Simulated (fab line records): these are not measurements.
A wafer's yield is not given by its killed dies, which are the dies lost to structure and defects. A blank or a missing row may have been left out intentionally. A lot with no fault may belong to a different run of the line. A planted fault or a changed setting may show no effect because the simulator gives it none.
fab line records	flow n5_finfet
[record] lots = 6	wafers = 18	last_day = 16
route steps=1938 shown BEOL_M3@945 BEOL_M4@1111 PASSIVATION@1936
lots that met no fault: from a run of the same line without faults
start_h: the number of hours between the record's first day and the start of the first shown wafer of the lot	wait_h: hours from the lot's prior step to this one	" unchanged from the row above	L1.1+2: one row covering several wafers at once	- value missing, or start not given	* or withheld: withheld	< > ~ a bound
route shown NAME@n: NAME is a module with steps in the file, n the number in the route of the first one	usual: average and standard deviation across the fault-free wafers	same: alike in all rows	chamber/n: place in a boat	sites: per-site readings	_std_site: how widely they spread, as a standard deviation	_edge_site: mean of outer sites minus mean of inner sites	radius_mm: for every site, how far away it sits from the centre of the wafer	mask NAME#n: copy n	behind: tool/chamber where the wafer was last shaped	hold: the reason the lot was held/the length of the hold in hours/how it ended	device: names the non-switching transistor (n, p or np)	end of line: at the end of the route, the tests of the same wafers	a step with no rows: only its recipe	killed: not the wafer's yield, but the dies lost to structure and defects at the first sort	map: the dies of a wafer, with x for killed, . for not killed, _ for no die there
set.NAME: the run value of the setting; set.NAME@STEP: its run value at that earlier step	model.NAME: the simulator's own value behind a step, which no gauge read
a table for each step, a row for each wafer; lots at some steps of the route
services: a tool's chamber out of use, with start hour (start_h, from the record's first day; less than 0 if before it), hours out, and reason
[[steps]]
[step N5_BEOL_M3_OVL_MEAS_12]
[recipe] points_per_wafer = 522
[usual] M3_OVL = 0.2/0.64
lot.wafer	tool	chamber	start_h	wait_h	M3_OVL[nm]
L524.1	overlay-01	0	155.55	0.0	1.5
L524.2	"	0	"	"	0.7
L524.3	"	0	"	"	0.7
L534.4	overlay-02	0	212.05	0.0	0.3
L534.5	"	0	"	"	-0.3
L534.6	"	0	"	"	0.1
L535.1	overlay-02	0	228.16	0.0	-0.2
L535.2	"	0	"	"	1.3
L535.3	"	0	"	"	0.9
L537.1	overlay-01	0	248.37	0.0	-0.2
L537.4	"	0	"	"	-0.3
L537.6	"	0	"	"	-0.7
L539.1	overlay-01	0	254.89	0.0	-0.1
L539.5	"	0	"	"	0.5
L539.6	"	0	"	"	-0.6
L542.2	overlay-01	0	264.75	0.0	1.3
L542.4	"	0	"	"	1.0
L542.5	"	0	"	"	0.3
[step N5_BEOL_M3_INSPECT_13]
[recipe] mode = adi	inspect_instrument = brightfield
[usual] raw_defect_count = 425/100
lot.wafer	tool	chamber	start_h	wait_h	raw_defect_count
L524.1	defect_inspect-01	-	155.61	0.1	310
L524.2	"	-	"	"	312
L524.3	"	-	"	"	302
L534.4	defect_inspect-02	-	212.09	0.0	548
L534.5	"	-	"	"	432
L534.6	"	-	"	"	574
L535.1	defect_inspect-02	-	228.21	0.1	336
L535.2	"	-	"	"	421
L535.3	"	-	"	"	338
L537.1	defect_inspect-02	-	248.43	0.1	539
L537.4	"	-	"	"	442
L537.6	"	-	"	"	481
L539.1	defect_inspect-02	-	254.94	0.1	286
L539.5	"	-	"	"	454
L539.6	"	-	"	"	387
L542.2	defect_inspect-01	-	264.80	0.0	397
L542.4	"	-	"	"	560
L542.5	"	-	"	"	390
[step N5_BEOL_M3_DESCUM_16]
[recipe] chemistry = O2	time_s = 7	source_power_w = 50	bias_power_w = 20	pressure_mtorr = 20	rf_frequency_hz = 2.712e+07	temp_c = 40	resist = CAR-EUV	o2_flow_sccm = 225
[usual] drypump_motor_current_A = 5.4/0.44	oes_product_au = 0.78/0.075	rf_vpp_V = 243.1/1.1	showerhead_plenum_p_Torr = 2.09/0.038	throttle_valve_pct = 20.39/0.24
lot.wafer	tool	chamber	start_h	wait_h	drypump_motor_current_A	oes_product_au	rf_hours_counter_h	rf_vpp_V	showerhead_plenum_p_Torr	throttle_valve_pct
L524.1	rie_diel-06	0	155.69	0.1	5.4	0.72	192	242.7	2.08	20.64
L524.2	"	3	"	"	5.2	0.69	239	243.2	2.06	20.75
L524.3	"	2	"	"	5.7	0.79	94	242.2	2.12	20.50
L534.4	rie_diel-05	1	212.13	0.0	4.9	0.86	67	241.0	2.04	20.20
L534.5	"	0	"	"	4.9	0.68	-	243.6	2.06	20.70
L534.6	"	1	"	"	4.9	0.85	-	241.1	2.04	20.22
L535.1	rie_diel-05	0	228.33	0.1	4.9	0.68	233	244.0	2.06	20.71
L535.2	"	1	"	"	4.9	0.86	72	240.7	2.04	20.21
L535.3	"	2	"	"	5.8	0.81	114	244.3	2.09	20.70
L537.1	rie_diel-05	2	248.46	0.0	5.8	0.80	118	243.4	2.09	20.72
L537.4	"	0	"	"	4.9	0.68	238	242.9	2.06	20.72
L537.6	"	0	"	"	4.9	0.68	-	242.2	2.06	20.70
L539.1	rie_diel-03	2	254.98	0.0	5.8	0.69	206	243.9	2.15	20.16
L539.5	"	0	"	"	6.2	0.89	-	241.6	2.05	20.16
L539.6	"	3	"	"	5.4	0.73	-	243.3	2.08	20.67
L542.2	rie_diel-05	0	265.11	0.3	4.9	0.68	242	241.3	2.06	20.72
L542.4	"	1	"	"	4.9	0.84	81	242.1	2.03	20.21
L542.5	"	3	"	"	5.4	0.74	-	242.4	2.09	20.21
[step N5_BEOL_M3_ETCH_74]
[recipe] chemistry = N2/H2	target = underlayer	target_depth_a = 65	mask_material = CAR-EUV	time_s = 5.2	ion_energy_ev = 200	pressure_mtorr = 30	source_w = 840	bias_w = 150	n2_flow_sccm = 200	h2_flow_sccm = 200	ends = cleared
[step N5_BEOL_M3_ETCH_63]
[recipe] chemistry = CF4	target = SiARC	target_depth_a = 156	mask_material = CAR-EUV	time_s = 26	ion_energy_ev = 80	pressure_mtorr = 40	source_w = 545	bias_w = 36	Ar_flow_sccm = 100	cf4_flow_sccm = 100	ends = cleared
[usual] drypump_motor_current_A = 5.4/0.44	etch_rf_on_time_s = 26.0/0.44	oes_product_au = 0.67/0.064	rf_vpp_V = 184.1/1	showerhead_plenum_p_Torr = 2.14/0.04	throttle_valve_pct = 15.59/0.26
lot.wafer	tool	chamber	start_h	wait_h	drypump_motor_current_A	etch_rf_on_time_s	oes_product_au	rf_hours_counter_h	rf_vpp_V	showerhead_plenum_p_Torr	throttle_valve_pct
L524.1	rie_diel-06	0	155.74	0.0	5.4	27.0	0.61	192	183.8	2.13	15.82
L524.2	"	3	"	"	5.1	26.3	0.59	239	183.6	2.11	15.94
L524.3	"	2	"	"	5.8	25.9	0.68	94	185.8	2.16	15.64
L534.4	rie_diel-05	1	212.18	0.0	4.9	25.9	0.73	67	183.3	2.08	15.35
L534.5	"	0	"	"	4.9	26.4	0.59	-	185.2	2.12	15.95
L534.6	"	1	"	"	4.9	25.8	0.73	-	182.8	2.08	15.35
L535.1	rie_diel-05	0	228.38	0.0	4.9	26.5	0.58	233	184.8	2.12	15.95
L535.2	"	1	"	"	4.9	25.8	0.72	72	182.4	2.08	15.37
L535.3	"	2	"	"	5.8	25.3	0.69	114	182.7	2.16	15.93
L537.1	rie_diel-05	2	248.51	0.0	5.9	25.7	0.67	118	184.3	2.16	15.95
L537.4	"	0	"	"	4.9	26.5	0.58	238	183.2	2.11	15.94
L537.6	"	0	"	"	4.9	26.5	0.58	-	182.6	2.11	15.96
L539.1	rie_diel-03	2	255.03	0.0	5.7	26.4	0.59	206	185.6	2.21	15.49
L539.5	"	0	"	"	6.3	25.5	0.76	-	184.0	2.10	15.28
L539.6	"	3	"	"	5.5	25.7	0.63	-	184.5	2.13	15.90
L542.2	rie_diel-05	0	265.16	0.0	4.9	26.1	0.58	242	183.2	2.11	15.97
L542.4	"	1	"	"	4.9	26.0	0.72	81	183.5	2.08	15.38
L542.5	"	3	"	"	5.4	26.7	0.64	-	183.6	2.15	15.42
[step N5_BEOL_M3_ETCH_64]
[recipe] chemistry = N2/H2	target = SOC	target_depth_a = 750	overetch_a = 150	mask_material = SiARC	temp_c = 40	time_s = 112.5	ion_energy_ev = 200	pressure_mtorr = 30	source_w = 840	bias_w = 150	n2_flow_sccm = 200	h2_flow_sccm = 200
[usual] drypump_motor_current_A = 5.4/0.44	oes_product_au = 0.62/0.055	rf_vpp_V = 523.8/1.6	showerhead_plenum_p_Torr = 2.54/0.046	throttle_valve_pct = 17.77/0.26
lot.wafer	tool	chamber	start_h	wait_h	drypump_motor_current_A	oes_product_au	rf_hours_counter_h	rf_vpp_V	showerhead_plenum_p_Torr	throttle_valve_pct
L524.1	rie_diel-06	0	155.77	0.0	5.4	0.58	192	521.9	2.53	18.05
L524.2	"	3	"	"	5.2	0.55	239	523.9	2.49	18.06
L524.3	"	2	"	"	5.8	0.62	94	524.7	2.57	17.84
L534.4	rie_diel-05	1	212.21	0.0	4.9	0.68	67	522.5	2.47	17.54
L534.5	"	0	"	"	4.9	0.55	-	523.4	2.51	18.10
L534.6	"	1	"	"	4.9	0.67	-	522.1	2.47	17.52
L535.1	rie_diel-05	0	228.41	0.0	4.9	0.54	233	522.9	2.51	18.09
L535.2	"	1	"	"	4.9	0.67	72	522.3	2.47	17.52
L535.3	"	2	"	"	5.8	0.64	114	524.7	2.56	18.08
L537.1	rie_diel-05	2	248.54	0.0	5.8	0.64	118	524.0	2.55	18.11
L537.4	"	0	"	"	4.9	0.55	238	522.0	2.51	18.10
L537.6	"	0	"	"	4.9	0.54	-	524.7	2.51	18.11
L539.1	rie_diel-03	2	255.06	0.0	5.8	0.55	206	526.1	2.61	17.57
L539.5	"	0	"	"	6.2	0.70	-	521.8	2.49	17.51
L539.6	"	3	"	"	5.4	0.58	-	524.5	2.54	18.14
L542.2	rie_diel-05	0	265.19	0.0	4.9	0.54	242	521.0	2.51	18.13
L542.4	"	1	"	"	4.9	0.66	81	521.9	2.47	17.55
L542.5	"	3	"	"	5.4	0.59	-	523.9	2.54	17.57
[step N5_BEOL_M3_STRIP_65]
[recipe] chemistry = N2/H2	temp_c = 40	n2_flow_sccm = 200	h2_flow_sccm = 200	rf_frequency_hz = 6e+07
[step N5_BEOL_M3_STRIP_75]
[recipe] chemistry = N2/H2	temp_c = 40	n2_flow_sccm = 200	h2_flow_sccm = 200	rf_frequency_hz = 6e+07
[step N5_BEOL_M3_STRIP_66]
[recipe] chemistry = CF4	resist = SiARC	power_w = 300	bias_power_w = 75	pressure_mtorr = 50	cf4_flow_sccm = 150	rf_frequency_hz = 6e+07
[usual] drypump_motor_current_A = 5.4/0.44	oes_product_au = 0.77/0.069	rf_vpp_V = 271.1/1.3	showerhead_plenum_p_Torr = 1.79/0.034	throttle_valve_pct = 13.56/0.26
lot.wafer	tool	chamber	start_h	wait_h	drypump_motor_current_A	oes_product_au	rf_hours_counter_h	rf_vpp_V	showerhead_plenum_p_Torr	throttle_valve_pct
L524.1	rie_diel-06	0	155.90	0.0	5.4	0.72	192	271.6	1.78	13.79
L524.2	"	3	"	"	5.2	0.69	239	270.6	1.77	13.94
L524.3	"	2	"	"	5.8	0.78	94	271.3	1.81	13.60
L534.4	rie_diel-05	1	212.33	0.0	4.9	0.85	67	269.0	1.74	13.29
L534.5	"	0	"	"	4.9	0.69	-	269.8	1.77	13.92
L534.6	"	1	"	"	4.9	0.84	-	271.3	1.74	13.29
L535.1	rie_diel-05	0	228.54	0.0	4.9	0.68	233	271.2	1.77	13.93
L535.2	"	1	"	"	4.9	0.84	72	270.0	1.74	13.32
L535.3	"	2	"	"	5.8	0.79	114	272.1	1.81	13.90
L537.1	rie_diel-05	2	248.67	0.0	5.8	0.79	118	271.4	1.81	13.91
L537.4	"	0	"	"	4.9	0.68	238	269.8	1.77	13.95
L537.6	"	0	"	"	4.9	0.68	-	269.6	1.77	13.94
L539.1	rie_diel-03	2	255.19	0.0	5.7	0.69	206	272.3	1.85	13.51
L539.5	"	0	"	"	6.2	0.87	-	269.9	1.76	13.23
L539.6	"	3	"	"	5.4	0.73	-	270.7	1.78	13.86
L542.2	rie_diel-05	0	265.31	0.0	4.9	0.68	242	270.1	1.77	13.95
L542.4	"	1	"	"	4.9	0.83	81	271.0	1.74	13.32
L542.5	"	3	"	"	5.4	0.75	-	270.0	1.79	13.42
[step N5_BEOL_M3_HM_OPEN_17]
[recipe] chemistry = Cl2/BCl3	target_depth_a = 200	overetch_a = 60	target = TiN	mask_material = SOC	ion_energy_ev = 150	pressure_mtorr = 10	icp_w = 1000	bias_w = 126	Cl2_flow_sccm = 53.25	bcl3_flow_sccm = 21.75	Ar_flow_sccm = 25
[usual] drypump_motor_current_A = 5.9/0.41	he_backside_leak_sccm = 3.34/0.19	oes_product_au = 0.67/0.06	throttle_valve_pct = 22.05/0.12
lot.wafer	tool	chamber	start_h	wait_h	drypump_motor_current_A	he_backside_leak_sccm	oes_product_au	rf_hours_counter_h	throttle_valve_pct
L524.1	rie_metal-02	1	155.94	0.0	6.2	3.45	0.61	53	22.09
L524.2	"	0	"	"	5.6	3.49	0.65	45	21.93
L524.3	"	1	"	"	6.2	3.42	0.61	-	22.13
L534.4	rie_metal-03	0	212.40	0.1	5.6	3.14	0.62	-	21.89
L534.5	"	0	"	"	5.6	3.22	0.61	-	21.92
L534.6	"	1	"	"	6.5	3.35	0.77	-	22.21
L535.1	rie_metal-03	0	228.58	0.0	5.5	3.28	0.62	64	21.92
L535.2	"	1	"	"	6.5	3.30	0.75	8	22.21
L535.3	"	0	"	"	5.6	3.23	0.62	-	21.92
L537.1	rie_metal-02	1	248.71	0.0	6.1	3.57	0.60	59	22.14
L537.4	"	1	"	"	6.1	3.61	0.60	-	22.12
L537.6	"	1	"	"	6.2	3.63	0.60	-	22.14
L539.1	rie_metal-03	0	255.28	0.1	5.6	3.21	0.61	66	21.95
L539.5	"	1	"	"	6.4	3.56	0.74	-	22.23
L539.6	"	0	"	"	5.6	3.18	0.61	-	21.94
L542.2	rie_metal-03	0	265.35	0.0	5.6	3.08	0.62	68	21.92
L542.4	"	1	"	"	6.4	3.34	0.74	-	22.20
L542.5	"	0	"	"	5.6	2.96	0.62	-	21.91
[step N5_BEOL_M3_STRIP_19]
[recipe] chemistry = O2	power_w = 400	temp_c = 40	pressure_mtorr = 30	rf_frequency_hz = 6e+07	bias_power_w = 0	overash_fraction = 0.2	o2_flow_sccm = 225
[step N5_BEOL_M3_CD_MEAS_18]
[recipe] pitch_nm = 36	target_cd_nm = 18
[usual] cd_nm = 17.96/0.29
lot.wafer	tool	chamber	start_h	wait_h	cd_nm
L524.1	cd_sem-03	-	156.14	0.0	16.95
L524.2	"	-	"	"	17.53
L524.3	"	-	"	"	17.95
L534.4	cd_sem-03	-	212.56	0.0	17.83
L534.5	"	-	"	"	17.96
L534.6	"	-	"	"	17.84
L535.1	cd_sem-02	-	228.78	0.0	18.22
L535.2	"	-	"	"	18.05
L535.3	"	-	"	"	17.69
L537.1	cd_sem-03	-	248.89	0.0	18.14
L537.4	"	-	"	"	18.15
L537.6	"	-	"	"	18.50
L539.1	cd_sem-01	-	255.47	0.1	17.96
L539.5	"	-	"	"	18.10
L539.6	"	-	"	"	17.71
L542.2	cd_sem-03	-	265.54	0.1	18.06
L542.4	"	-	"	"	18.01
L542.5	"	-	"	"	17.74
[step N5_BEOL_M3_COAT_67]
[recipe] resist = SOC	temp_c = 250	time_s = 60	spin_rpm = 1500	resist_thk_nm = 60
[usual] heater_power_total_W = 500.2/1.9	plate_temp_C = 249.97/0.19	resist_line_temp_C = 22.98/0.11
lot.wafer	tool	chamber	start_h	wait_h	heater_power_total_W	plate_temp_C	resist_line_temp_C
L524.1	litho_track-05	0	156.18	0.0	501.2	250.21	22.90
L524.2	"	0	"	"	501.6	250.11	22.78
L524.3	"	0	"	"	501.2	250.03	22.99
L534.4	litho_track-02	0	212.59	0.0	499.6	250.02	22.88
L534.5	"	0	"	"	499.2	249.94	23.00
L534.6	"	0	"	"	499.2	250.04	22.91
L535.1	litho_track-05	0	228.81	0.0	480.3	242.26	23.10
L535.2	"	0	"	"	481.4	242.28	23.02
L535.3	"	0	"	"	482.4	242.08	23.09
L537.1	litho_track-05	0	248.93	0.0	481.9	242.24	23.18
L537.4	"	0	"	"	480.9	242.33	23.26
L537.6	"	0	"	"	479.1	241.95	23.13
L539.1	litho_track-03	0	255.51	0.0	501.1	250.05	23.09
L539.5	"	0	"	"	497.7	250.12	23.12
L539.6	"	0	"	"	502.9	250.11	22.94
L542.2	litho_track-03	0	265.57	0.0	500.7	249.99	22.69
L542.4	"	0	"	"	503.4	249.88	22.92
L542.5	"	0	"	"	502.6	249.96	22.86
[step N5_BEOL_M3_COAT_68]
[recipe] resist = SiARC	temp_c = 220	time_s = 60	spin_rpm = 1500	resist_thk_nm = 12
[step N5_BEOL_M4_RC_MEAS_101]
[usual] DIBL_N = 36.2/1.2	DIBL_P = 36.3/1.3	IOFF_N = 0.155/0.019	IOFF_P = 0.210/0.029	ION_N = 677/8.6	ION_P = 465/6.8	SS_N = 71.4/0.48	SS_P = 73.2/0.53	VT_N = 249.9/2.4	VT_P = -250/3.2
lot.wafer	tool	chamber	start_h	wait_h	DIBL_N[mV/V]	DIBL_P[mV/V]	IOFF_N[nA/um]	IOFF_P[nA/um]	ION_N[uA/um]	ION_P[uA/um]	SS_N[mV/dec]	SS_P[mV/dec]	VT_N[mV]	VT_P[mV]
L524.1	prober-01	0	176.24	0.0	36.1	37.7	0.154	0.207	669	463	70.9	73.6	251.4	-251
L524.2	"	0	"	"	35.2	36.8	0.134	0.187	667	460	71.1	73.5	252.7	-256
L524.3	"	0	"	"	37.8	38.9	0.171	0.217	681	464	72.5	74.4	251.8	-252
L534.4	prober-01	0	254.03	0.5	36.9	36.8	0.174	0.242	679	470	71.8	73.6	248.2	-248
L534.5	"	0	"	"	37.3	37.2	0.191	0.256	685	471	71.7	74.4	246.6	-248
L534.6	"	0	"	"	34.5	34.0	0.137	0.197	658	461	71.2	72.6	249.8	-251
L535.1	prober-01	0	261.21	0.0	35.4	35.3	0.139	0.187	673	464	71.3	73.1	251.9	-252
L535.2	"	0	"	"	37.4	37.7	0.161	0.215	664	456	71.4	73.3	250.3	-250
L535.3	"	0	"	"	37.6	37.4	0.159	0.215	668	460	72.2	73.5	250.5	-250
L537.1	prober-02	0	273.84	0.0	35.1	36.7	0.160	0.221	682	470	71.5	73.3	252.5	-247
L537.4	"	0	"	"	37.0	39.0	0.188	0.257	686	467	71.8	73.4	249.3	-247
L537.6	"	0	"	"	35.7	37.1	0.155	0.215	681	468	71.5	73.6	251.6	-249
L539.1	prober-01	0	280.71	0.0	35.1	35.7	0.141	0.174	672	456	71.4	73.3	253.6	-255
L539.5	"	0	"	"	34.8	34.8	0.125	0.171	658	455	71.3	73.1	253.4	-255
L539.6	"	0	"	"	35.8	35.9	0.143	0.172	659	451	72.1	72.5	250.9	-257
L542.2	prober-02	0	285.07	0.2	35.9	36.4	0.171	0.222	679	466	71.4	73.7	246.4	-249
L542.4	"	0	"	"	34.9	35.4	0.147	0.206	673	465	71.1	73.6	248.3	-249
L542.5	"	0	"	"	34.3	34.5	0.136	0.191	675	464	71.1	72.9	251.9	-250
[step N5_PASSIVATION_PROBE_49]
[usual] defect_limited_yield = 91.2/1.4	killed_at_M0_to_M3 = 34/10	killed_at_M4_up = 13/5.1	killed_at_contacts = 12/6.5	killed_at_front_end = 41/11	killed_at_other = 4/3.3	killed_dies = 104/16	killed_open = 69/13	killed_short = 33/7	sort_bin_5_function = 5.1/0.91	sort_bin_6_memory = 3.3/0.69	sort_n_pass = 1076/16	sort_yield_pct = 91.2/1.4
[same] gross_dies = 1180	killed_at_back_side = 0	sort_bin_4_leakage[%] = 0	sort_bin_8_speed[%] = 0
lot.wafer	tool	chamber	start_h	wait_h	defect_limited_yield[%]	killed_at_M0_to_M3	killed_at_M4_up	killed_at_contacts	killed_at_front_end	killed_at_other	killed_dies	killed_open	killed_short	sort_bin_5_function[%]	sort_bin_6_memory[%]	sort_n_pass	sort_yield_pct[%]
L537.1	prober-02	-	370.89	0.0	93.6	26	6	7	35	2	76	48	24	3.5	2.7	1104	93.6
L537.4	prober-02	-	371.04	0.2	91.9	26	9	11	49	1	96	58	37	4.7	3.0	1084	91.9
L537.6	prober-02	-	371.14	0.3	93.6	10	6	3	54	3	76	45	29	3.9	2.5	1104	93.6
// killed by level:class
L537.1 BEOL_M0_SAQP:geometric_particle:open=12 FIN_SAQP:geometric_particle:short=11 STI_FIN_REVEAL:geometric_particle:open=8 BEOL_M3:geometric_particle:open=5 MOL_CONTACT_COAG:geometric_particle:open=4 MOL_CONTACT_COAG:geometric_particle:short=3 BEOL_M0_SAQP:geometric_particle:short=3 STARTING-WAFER:geometric_particle:open=3
L537.4 FIN_SAQP:geometric_particle:short=16 FIN_SAQP:geometric_particle:open=11 BEOL_M3:geometric_particle:open=9 STI_FIN_REVEAL:geometric_particle:open=7 MOL_CONTACT_COAG:geometric_particle:open=7 BEOL_M0:geometric_particle:open=5 MOL_CONTACT_COAG:geometric_particle:short=4 BEOL_M0_SAQP:geometric_particle:open=4
L537.6 STI_FIN_REVEAL:geometric_particle:open=20 FIN_SAQP:geometric_particle:short=10 FIN_SAQP:geometric_particle:open=5 GATE_CUT:geometric_particle:short=4 STARTING-WAFER:geometric_particle:open=4 BEOL_M0_SAQP:geometric_particle:short=3 DUMMY_GATE:geometric_particle:open=2 SDB:geometric_particle:short=2
[[services]]
tool	chamber	start_h	hours	kind
rie_metal-02	1	138.88	2.5	repair
rie_metal-02	0	142.22	4.0	repair
rie_diel-06	1	144.27	14.9	repair
rie_diel-03	3	152.15	13.5	repair
rie_diel-03	-	157.17	10.0	pm
rie_diel-06	1	161.77	-	clean
rie_diel-06	1	161.77	-	consumable_replace:focus_ring
rie_diel-06	1	161.77	-	consumable_replace:showerhead
rie_diel-06	1	161.77	18.3	scheduled_down
rie_diel-06	1	161.77	18.3	vent_cycle
rie_metal-02	-	175.48	15.6	pm
rie_diel-05	3	175.74	3.6	repair
rie_diel-06	3	180.34	-	clean
rie_diel-06	3	180.34	-	consumable_replace:focus_ring
rie_diel-06	3	180.34	15.5	scheduled_down
rie_diel-06	3	180.34	15.5	vent_cycle
rie_metal-02	-	191.08	4.3	pm
rie_metal-02	-	200.62	0.2	repair
rie_diel-03	0	209.33	4.7	repair
rie_metal-02	-	224.15	0.5	repair
rie_diel-06	0	235.18	4.9	repair
rie_metal-03	-	245.96	1.4	pm
rie_metal-02	-	254.16	2.8	pm
[[key]]
[first_sign] step = N5_BEOL_M3_COAT_67	reading = plate_temp_C	direction = down	sigmas = 40	usual = *	struck = *
[effect] step = N5_BEOL_M3_COAT_67	reading = heater_power_total_W	direction = down	sigmas = 10	usual = *	struck = *
met_at N5_BEOL_M3_COAT_67
struck_wafers L535.1,L535.2,L535.3,L537.1,L537.4,L537.6
onset_between 156.18 228.81
[fault] kind = process_parameter_drift	tool = litho_track-05	chamber = -	onset_h = 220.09	steps = N5_BEOL_M3_COAT_67	channel = temp_c	offset = *	shape = step	end_h = 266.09	acts_in = *	stated = *
